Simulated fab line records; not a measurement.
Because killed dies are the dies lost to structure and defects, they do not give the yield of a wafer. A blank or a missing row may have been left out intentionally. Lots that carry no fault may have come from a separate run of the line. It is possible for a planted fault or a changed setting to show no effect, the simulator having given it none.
Chamber matching / flow n5Finfet / 3 sister chambers for N5_FIN_SAQP_PECVD_06 on pecvd-04
The step deposits a-Si from SiH4/He, target thk 60 nm, time 48.1 s. 6 wafers are shown with their chamber, then 12 later ones without.

== WAFERS, EACH WITH ITS CHAMBER ==
wafer=L088.4; chamber=2; throttleValvePct (%)=17.1; showerheadPlenumPTorr (Torr)=5.67
wafer=L091.5; chamber=1; throttleValvePct (%)=19.6; showerheadPlenumPTorr (Torr)=5.65
wafer=L091.6; chamber=2; throttleValvePct (%)=17.3; showerheadPlenumPTorr (Torr)=5.66
wafer=L092.1; chamber=1; throttleValvePct (%)=19.9; showerheadPlenumPTorr (Torr)=5.66
wafer=L092.2; chamber=0; throttleValvePct (%)=18.9; showerheadPlenumPTorr (Torr)=5.64
wafer=L092.4; chamber=0; throttleValvePct (%)=18.7; showerheadPlenumPTorr (Torr)=5.65

== WAFERS WITHOUT THEIR CHAMBER ==
wafer=L093.1; throttleValvePct (%)=19.7; showerheadPlenumPTorr (Torr)=5.68
wafer=L093.4; throttleValvePct (%)=17.4; showerheadPlenumPTorr (Torr)=5.68
wafer=L093.5; throttleValvePct (%)=19.9; showerheadPlenumPTorr (Torr)=5.67
wafer=L095.1; throttleValvePct (%)=19.7; showerheadPlenumPTorr (Torr)=5.67
wafer=L095.3; throttleValvePct (%)=17.3; showerheadPlenumPTorr (Torr)=5.68
wafer=L095.6; throttleValvePct (%)=19.5; showerheadPlenumPTorr (Torr)=5.66
wafer=L096.1; throttleValvePct (%)=17.4; showerheadPlenumPTorr (Torr)=5.66
wafer=L096.5; throttleValvePct (%)=19.6; showerheadPlenumPTorr (Torr)=5.67
wafer=L096.6; throttleValvePct (%)=17.2; showerheadPlenumPTorr (Torr)=5.67
wafer=L097.1; throttleValvePct (%)=17.2; showerheadPlenumPTorr (Torr)=5.69
wafer=L097.2; throttleValvePct (%)=18.8; showerheadPlenumPTorr (Torr)=5.65
wafer=L097.6; throttleValvePct (%)=17.5; showerheadPlenumPTorr (Torr)=5.67

== CHAMBER TAKEN BY EACH ==
wafer=L093.1; from the rows above=1; in truth=1
wafer=L093.4; from the rows above=2; in truth=2
wafer=L093.5; from the rows above=1; in truth=1
wafer=L095.1; from the rows above=1; in truth=1
wafer=L095.3; from the rows above=2; in truth=2
wafer=L095.6; from the rows above=1; in truth=1
wafer=L096.1; from the rows above=2; in truth=2
wafer=L096.5; from the rows above=1; in truth=1
wafer=L096.6; from the rows above=2; in truth=2
wafer=L097.1; from the rows above=2; in truth=2
wafer=L097.2; from the rows above=0; in truth=0
wafer=L097.6; from the rows above=2; in truth=2
Correct placement for 12 of the 12. Number that these rows cannot place: 0. 0 placed wrongly.
How it was worked out, from the rows above alone: a wafer's distance from a chamber is the root of the sum, over the readings, of the square of ((its reading less the chamber's mean) divided by the reading's scatter). The wafer belongs to the nearest chamber; if the next one is less than 2 further off, it can't be placed. The mean given for a chamber averages the wafers shown for that chamber. The scatter: the root of (the sum of the squares of (reading less its chamber's mean) over the shown wafers, divided by (wafers less chambers)).
